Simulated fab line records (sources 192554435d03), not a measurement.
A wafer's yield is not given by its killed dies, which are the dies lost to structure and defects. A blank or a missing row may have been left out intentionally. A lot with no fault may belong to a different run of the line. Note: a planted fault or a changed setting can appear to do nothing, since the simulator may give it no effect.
Matching of chambers | flow n5-finfet | N5_BEOL_M1_DEP_57 on pecvd-02: 3 sister chambers
The step deposits SiCN from 3MS/NH3, target thk 8 nm, time 14 s. 6 wafers are shown with their chamber, then 8 later ones without.

== WAFERS PAIRED WITH THEIR CHAMBERS ==
wafer  | chamber | throttle-valve-pct (%) | showerhead-plenum-p-Torr (Torr)
L087.4 | 0       | 9.9                    | 3.657
L087.6 | 2       | 9.1                    | 3.656
L089.1 | 0       | 10.0                   | 3.658
L089.2 | 2       | 9.1                    | 3.677
L089.5 | 1       | 9.1                    | 3.688
L095.2 | 1       | 8.9                    | 3.686

== WAFERS WITHOUT THEIR CHAMBER ==
wafer  | throttle-valve-pct (%) | showerhead-plenum-p-Torr (Torr)
L095.3 | 9.4                    | 3.680
L095.4 | 9.4                    | 3.662
L093.1 | 9.4                    | 3.684
L093.4 | 9.4                    | 3.684
L093.5 | 9.2                    | 3.672
L097.1 | 9.3                    | 3.678
L097.5 | 9.1                    | 3.681
L097.6 | 9.0                    | 3.684

== WHICH CHAMBER EACH WENT THROUGH ==
wafer  | from the rows above     | in truth
L095.3 | can't be placed: 2 or 1 | 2
L095.4 | can't be placed: 2 or 1 | 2
L093.1 | can't be placed: 2 or 1 | 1
L093.4 | can't be placed: 2 or 1 | 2
L093.5 | can't be placed: 2 or 1 | 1
L097.1 | can't be placed: 2 or 1 | 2
L097.5 | can't be placed: 1 or 2 | 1
L097.6 | can't be placed: 1 or 2 | 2
Correct placement for 0 of the 8. These rows do not allow placing 8 (true chamber among the candidates in 8). Wrongly placed: 0.
How it was worked out, from the rows above alone: a wafer's distance from a chamber is the root of the sum, over the readings, of the square of ((its reading less the chamber's mean) divided by the reading's scatter). If the next closest chamber is less than 2 further off than the closest, the wafer can't be placed; otherwise it belongs to the closest. The mean given for a chamber averages the wafers shown for that chamber. The scatter: take each reading less its chamber's mean, square it, sum over the shown wafers, divide by the number of wafers less the number of chambers, and take the root.
